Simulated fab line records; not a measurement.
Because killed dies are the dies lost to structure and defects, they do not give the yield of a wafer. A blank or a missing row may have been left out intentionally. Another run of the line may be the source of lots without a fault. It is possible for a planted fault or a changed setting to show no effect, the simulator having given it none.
Split-lot trial | flow n5Finfet | route with 1938 steps; 7 lots, 39 wafers read

## SPLIT DETAILS
At N5_DUMMY_GATE_ETCH_37 (etches SOC in N2/H2, target depth 60 nm, overetch 30 nm), the setting sourceW was moved away from the recipe's 840 W on 15 of the 39 wafers read, by -9.5% to +18.5%. All remaining wafers had this setting at the recipe value.

The split's own step is where the reading is taken.

## THE READING
rfVppV, in V, at N5_DUMMY_GATE_ETCH_37 (etches SOC in N2/H2, target depth 60 nm, overetch 30 nm). Typical for fault-free wafers on this fab line: 524.0 V, with standard deviation 2.4 V.

wafer  | tool, chamber at the split | sourceW as run, W | against the recipe | rfVppV, V | against lot-mates on the recipe
L075.1 | rieDiel-06, 3              | 840               | recipe             | 523.9     | -
L075.2 | rieDiel-06, 1              | 759.8             | -9.5%              | 543.3     | +18.4
L075.3 | rieDiel-06, 2              | 759.8             | -9.5%              | 545.0     | +20.1
L075.4 | rieDiel-06, 2              | 840               | recipe             | 526.5     | -
L075.5 | rieDiel-06, 1              | 840               | recipe             | 524.3     | -
L075.6 | rieDiel-06, 3              | 759.8             | -9.5%              | 542.6     | +17.7
L079.1 | rieDiel-03, 2              | 840               | recipe             | 524.5     | -
L079.2 | rieDiel-03, 1              | 937.7             | +11.6%             | 501.7     | -23.0
L079.3 | rieDiel-03, 0              | 840               | recipe             | 526.2     | -
L079.4 | rieDiel-03, 3              | 840               | recipe             | 523.5     | -
L079.5 | rieDiel-03, 0              | 937.7             | +11.6%             | 506.8     | -17.9
L079.6 | rieDiel-03, 1              | 937.7             | +11.6%             | 503.8     | -20.9
L083.1 | rieDiel-03, 3              | 840               | recipe             | 520.8     | -
L083.2 | rieDiel-03, 2              | 940.9             | +12.0%             | 505.6     | -15.9
L083.3 | rieDiel-03, 1              | 840               | recipe             | 521.7     | -
L083.4 | rieDiel-03, 2              | 940.9             | +12.0%             | 505.3     | -16.2
L083.5 | rieDiel-03, 1              | 840               | recipe             | 522.1     | -
L083.6 | rieDiel-03, 3              | 940.9             | +12.0%             | 501.7     | -19.8
L085.1 | rieDiel-03, 1              | 840               | recipe             | 521.9     | -
L085.2 | rieDiel-03, 3              | 840               | recipe             | 522.1     | -
L085.3 | rieDiel-03, 2              | 840               | recipe             | 525.4     | -
L085.4 | rieDiel-03, 1              | 840               | recipe             | 522.2     | -
L085.5 | rieDiel-03, 2              | 840               | recipe             | 524.7     | -
L085.6 | rieDiel-03, 3              | 840               | recipe             | 522.1     | -
L092.1 | rieDiel-01, 2              | 840               | recipe             | 527.2     | -
L092.5 | rieDiel-01, 2              | 840               | recipe             | 527.1     | -
L092.6 | rieDiel-01, 3              | 840               | recipe             | 521.5     | -
L093.1 | rieDiel-06, 3              | 995.8             | +18.5%             | 493.8     | -32.1
L093.2 | rieDiel-06, 2              | 995.8             | +18.5%             | 497.0     | -28.9
L093.3 | rieDiel-06, 0              | 995.8             | +18.5%             | 497.4     | -28.5
L093.4 | rieDiel-06, 3              | 840               | recipe             | 523.7     | -
L093.5 | rieDiel-06, 0              | 840               | recipe             | 526.7     | -
L093.6 | rieDiel-06, 2              | 840               | recipe             | 527.3     | -
L097.1 | rieDiel-01, 3              | 907.6             | +8.0%              | 509.1     | -16.3
L097.2 | rieDiel-01, 1              | 907.6             | +8.0%              | 505.4     | -20.0
L097.3 | rieDiel-01, 2              | 840               | recipe             | 527.8     | -
L097.4 | rieDiel-01, 0              | 907.6             | +8.0%              | 508.5     | -16.9
L097.5 | rieDiel-01, 1              | 840               | recipe             | 521.7     | -
L097.6 | rieDiel-01, 2              | 840               | recipe             | 526.8     | -

THE FIT
A straight line over all 39 wafers: rfVppV changes by -1.7 V for each +1% of sourceW; r = -0.98; the points scatter about the line by 2.6 V.
The same after taking each lot's own level away (the mean of its wafers on the recipe; 39 wafers): -1.71 V for each +1%; r = -0.98; scatter 2.4 V.
Per that fit: largest sourceW move, reading shift of 32 V.
From 521.53 to 525.90 V: that is the span of the lots' own levels, equal to 1.8 times the standard deviation above.
The two slopes are in agreement: the lot-to-lot level therefore moves the slope only a little.
Check: with one of the wafers moved furthest among these (+18.5%) left out of the fit, the line predicts -31.4 V for it against its lot-mates. It came out at -32.1 V against them.
Tool readings at the split's step, against how far the setting was moved: rfVppV r = -0.98.

## THESE WAFERS: OTHER SPLITS
Before the reading, these wafers also passed through other splits. Each is held against what the fit with the lots' levels taken away leaves over:
other split on the same wafers | wafers away from the commonest value | r with rfVppV (lot level and that fit taken away)
N5_WELL_APT_EXPOSE_22 doseMj   | 12                                   | +0.10

## THE WHOLE CHAIN: every reading that the file lists as answering this split, in the file's order
step                  | what it does                                            | reading                                                                            | change (the file's fit)                | r (the file's)
N5_DUMMY_GATE_ETCH_37 | etches SOC in N2/H2, target depth 60 nm, overetch 30 nm | rfVppV                                                                             | -1.7 V for each +1% of the setting     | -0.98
N5_DUMMY_GATE_ETCH_37 | etches SOC in N2/H2, target depth 60 nm, overetch 30 nm | SiARC_of_DUMMY_GATE_COAT_35.thkNm (the simulator's own value, which no gauge read) | -0.0274 nm for each +1% of the setting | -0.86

## FILE'S OWN FIT
rfVppV changes by -1.7 V for each +1% of sourceW, r = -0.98.
